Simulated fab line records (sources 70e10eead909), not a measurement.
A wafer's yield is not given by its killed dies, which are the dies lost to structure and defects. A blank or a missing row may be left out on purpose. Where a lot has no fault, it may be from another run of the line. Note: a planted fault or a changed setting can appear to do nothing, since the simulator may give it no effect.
Matching of chambers / flow nand-harc / NHARC_P_CONTACT_ALD_22 on ald-metal-04: 4 sister chambers
The step deposits TiN, target thk 3 nm, pulse time 1 s, ald cycles 150. 4 wafers are shown with their chamber, then 7 later ones without.

== WAFERS, EACH WITH ITS CHAMBER ==
wafer=L585.2; chamber=2; heater-power-w (W)=1237
wafer=L587.5; chamber=1; heater-power-w (W)=1026
wafer=L589.1; chamber=3; heater-power-w (W)=1059
wafer=L589.3; chamber=0; heater-power-w (W)=1039

== WAFERS WITHOUT THEIR CHAMBER ==
wafer=L589.5; heater-power-w (W)=1042
wafer=L596.1; heater-power-w (W)=1046
wafer=L596.3; heater-power-w (W)=1076
wafer=L596.5; heater-power-w (W)=1062
wafer=L600.1; heater-power-w (W)=1052
wafer=L600.2; heater-power-w (W)=1057
wafer=L600.5; heater-power-w (W)=1029

== EACH ONE'S CHAMBER ==
wafer=L589.5; from the rows above=can't be placed: 0 or 1 or 3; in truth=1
wafer=L596.1; from the rows above=can't be placed: 0 or 3 or 1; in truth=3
wafer=L596.3; from the rows above=3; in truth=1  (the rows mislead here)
wafer=L596.5; from the rows above=3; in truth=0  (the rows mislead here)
wafer=L600.1; from the rows above=can't be placed: 3 or 0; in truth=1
wafer=L600.2; from the rows above=3; in truth=3
wafer=L600.5; from the rows above=can't be placed: 1 or 0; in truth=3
Correct placement for 1 of the 7. Cannot be placed on the basis of these rows: 4; the candidates contain the true chamber in 2. Number placed wrongly: 2.
How it was worked out, from the rows above alone: a wafer's distance from a chamber is the root of the sum, over the readings, of the square of ((its reading less the chamber's mean) divided by the reading's scatter). The wafer belongs to the nearest chamber; if the next one is less than 2 further off, it can't be placed. Each chamber's mean is taken over the wafers shown for it. The scatter (one wafer shown for each chamber): square how far every hidden wafer sits from the nearest shown wafer, average those squares and take the square root.
